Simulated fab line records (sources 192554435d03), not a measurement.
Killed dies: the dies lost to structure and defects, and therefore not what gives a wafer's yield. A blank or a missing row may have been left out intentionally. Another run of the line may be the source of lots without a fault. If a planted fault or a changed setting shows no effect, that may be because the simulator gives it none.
2 desks looking at one fault	flow n5-finfet	every desk sees just its own numbers, and what lay behind them comes last

DESK OF THE TOOL OWNER: rie-diel-01
The tool's own readings at N5_BEOL_M12_TRENCH_ETCH_34 (etches SiOC in C4F8/O2/Ar, target depth 318.95 nm, time 125.5 s): means of the sampled wafers that have a number, for each lot that ran on this tool. The brackets show how far a lot's mean lies from the usual mean; more than 4 standard deviations puts the lot out of limits, marked OUT.
Columns: A = drypump-motor-current-A at N5_BEOL_M12_TRENCH_ETCH_34, usual 5.8 A; B = oes-product-au at N5_BEOL_M12_TRENCH_ETCH_34, usual 0.79 a.u.; C = rf-vpp-V at N5_BEOL_M12_TRENCH_ETCH_34, usual 665.2 V; D = showerhead-plenum-p-Torr at N5_BEOL_M12_TRENCH_ETCH_34, usual 3.41 Torr; E = throttle-valve-pct at N5_BEOL_M12_TRENCH_ETCH_34, usual 24.27 %
lot	first seen here	A	B	C	D	E
L589	day 12 02:14	5.6	0.83	665.0	3.41	24.20
L592	day 13 02:10	5.3	0.79	665.3	3.43	24.27
L601	day 16 00:32	5.6	0.79	665.0	3.40	24.24
L599	day 16 13:03	6.0	0.81	663.7	3.37	24.14
This desk's finding: nothing out of limits on any of the 4 lots.

THE METROLOGY DESK
Lot by lot, what the gauges showed, no matter which tool ran the lot: averages of those sampled wafers that carry a number. The brackets show how far a lot's mean lies from the usual mean; more than 4 standard deviations puts the lot out of limits, marked OUT. Readings shown: 7 out of 25 (the first out of limits, and those lying furthest out on some lot).
Columns: A = trench-depth-nm at N5_BEOL_M12_OCD_MEAS_35, usual 318 nm; B = M12_THK at N5_BEOL_M12_THK_MEAS_50, usual 315 nm; C = M12_RS at N5_BEOL_M12_RS_MEAS_54, usual 0.0601 ohm/sq; D = COMB_M10 at N5_BEOL_M15_RC_MEAS_101, usual 1.4e-11 S/m; E = COMB_M14 at N5_BEOL_M15_RC_MEAS_101, usual 3.4e-12 S/m; F = SERP_M12 at N5_BEOL_M15_RC_MEAS_101, usual 0.640 ohm/um; G = SERP_M12_max_site at N5_BEOL_M15_RC_MEAS_101, usual 0.654 ohm/um
lot	first seen here	A	B	C	D	E	F	G
L589	day 12 02:24	321	318	0.0591	1.2e-11	3.5e-12	0.628	0.644
L592	day 13 02:19	318	319	0.0602	2.0e-11	3.8e-12	0.630	0.649
L601	day 16 00:41	395 (+19) OUT	391 (+16) OUT	0.0517 (-9.6) OUT	1.7e-11	3.4e-12	0.551 (-5.5) OUT	0.562 (-5.4) OUT
L599	day 16 13:12	480 (+40) OUT	479 (+34) OUT	0.0420 (-21) OUT	1.2e-11	2.8e-12	0.444 (-12) OUT	0.453 (-12) OUT
L605	day 17 13:19	319	315	0.0601	1.6e-11	3.4e-12	0.630	0.643
L609	day 18 07:31	316	315	0.0607	1.3e-11	4.1e-12	0.641	0.654
L607	day 18 09:47	318	320	0.0597	1.2e-11	4.6e-12	0.627	0.641
This desk finds L599, L601 out of limits, L601 being first, at day 16 00:41 (trench-depth-nm at N5_BEOL_M12_OCD_MEAS_35). L589, L592, L605, L609, L607: within limits.

ALL TOGETHER
An alarm was possible from the metrology desk at day 16 00:41, on L599, L601.
The desk of the tool owner found nothing out of limits.
The tool owner's desk has L599, L601 on record, within its limits.
Of the lots named, all ran N5_BEOL_M12_TRENCH_ETCH_34 on rie-diel-01.

WHAT THE SIMULATOR HAD INSERTED
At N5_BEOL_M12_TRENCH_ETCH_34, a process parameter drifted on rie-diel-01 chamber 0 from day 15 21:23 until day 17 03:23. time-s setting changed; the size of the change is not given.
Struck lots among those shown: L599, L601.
Time in hours between the start of the fault and the first out-of-limits reading at each desk: metrology desk, 3.
